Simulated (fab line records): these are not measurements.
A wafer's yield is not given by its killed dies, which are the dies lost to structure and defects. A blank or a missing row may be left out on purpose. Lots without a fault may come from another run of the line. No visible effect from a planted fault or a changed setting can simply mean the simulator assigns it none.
Chamber matching || flow nand-harc || NHARC_A_WL_FILL_ALD_10 on ald-hk-03 has 4 sister chambers
The step deposits SiO2, target thk 50 nm, pulse time 10 s, ald cycles 500. 8 wafers are shown with their chamber, then 11 later ones without.

## WAFERS PAIRED WITH THEIR CHAMBERS
{"wafer": "L087.3", "chamber": 2, "heater-power-w (W)": 414, "precursor-pulse-height-rel": 1.004}
{"wafer": "L087.2", "chamber": 3, "heater-power-w (W)": 466, "precursor-pulse-height-rel": 0.991}
{"wafer": "L087.5", "chamber": 1, "heater-power-w (W)": 555, "precursor-pulse-height-rel": 1.011}
{"wafer": "L087.6", "chamber": 0, "heater-power-w (W)": 518, "precursor-pulse-height-rel": 0.991}
{"wafer": "L088.2", "chamber": 0, "heater-power-w (W)": 499, "precursor-pulse-height-rel": 1.041}
{"wafer": "L088.4", "chamber": 2, "heater-power-w (W)": 398, "precursor-pulse-height-rel": 1.010}
{"wafer": "L088.5", "chamber": 3, "heater-power-w (W)": 474, "precursor-pulse-height-rel": 0.995}
{"wafer": "L092.3", "chamber": 1, "heater-power-w (W)": 568, "precursor-pulse-height-rel": 0.982}

## WAFERS WITH NO CHAMBER GIVEN
{"wafer": "L092.4", "heater-power-w (W)": 393, "precursor-pulse-height-rel": 0.979}
{"wafer": "L092.1", "heater-power-w (W)": 508, "precursor-pulse-height-rel": 1.013}
{"wafer": "L092.2", "heater-power-w (W)": 478, "precursor-pulse-height-rel": 1.035}
{"wafer": "L092.6", "heater-power-w (W)": 550, "precursor-pulse-height-rel": 1.008}
{"wafer": "L092.5", "heater-power-w (W)": 394, "precursor-pulse-height-rel": 0.981}
{"wafer": "L095.3", "heater-power-w (W)": 574, "precursor-pulse-height-rel": 1.001}
{"wafer": "L095.4", "heater-power-w (W)": 473, "precursor-pulse-height-rel": 1.000}
{"wafer": "L095.6", "heater-power-w (W)": 587, "precursor-pulse-height-rel": 1.027}
{"wafer": "L097.3", "heater-power-w (W)": 503, "precursor-pulse-height-rel": 1.021}
{"wafer": "L097.5", "heater-power-w (W)": 409, "precursor-pulse-height-rel": 1.003}
{"wafer": "L097.6", "heater-power-w (W)": 473, "precursor-pulse-height-rel": 1.016}

## EACH ONE'S CHAMBER
{"wafer": "L092.4", "from the rows above": 2, "in truth": 2}
{"wafer": "L092.1", "from the rows above": 0, "in truth": 0}
{"wafer": "L092.2", "from the rows above": "can't be placed: 3 or 0", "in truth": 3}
{"wafer": "L092.6", "from the rows above": 1, "in truth": 1}
{"wafer": "L092.5", "from the rows above": 2, "in truth": 2}
{"wafer": "L095.3", "from the rows above": 1, "in truth": 1}
{"wafer": "L095.4", "from the rows above": 3, "in truth": 3}
{"wafer": "L095.6", "from the rows above": 1, "in truth": 1}
{"wafer": "L097.3", "from the rows above": 0, "in truth": 0}
{"wafer": "L097.5", "from the rows above": 2, "in truth": 2}
{"wafer": "L097.6", "from the rows above": 3, "in truth": 3}
10 of 11 placed correctly. Not placeable from these rows: 1 (in 1, the candidates include the true chamber). Wrongly placed: 0.
How it was worked out, from the rows above alone: a wafer's distance from a chamber is the root of the sum, over the readings, of the square of ((its reading less the chamber's mean) divided by the reading's scatter). The wafer belongs to the nearest chamber; if the next one is less than 2 further off, it can't be placed. Each chamber's mean is taken over the wafers shown for it. The scatter: take each reading less its chamber's mean, square it, sum over the shown wafers, divide by the number of wafers less the number of chambers, and take the root.
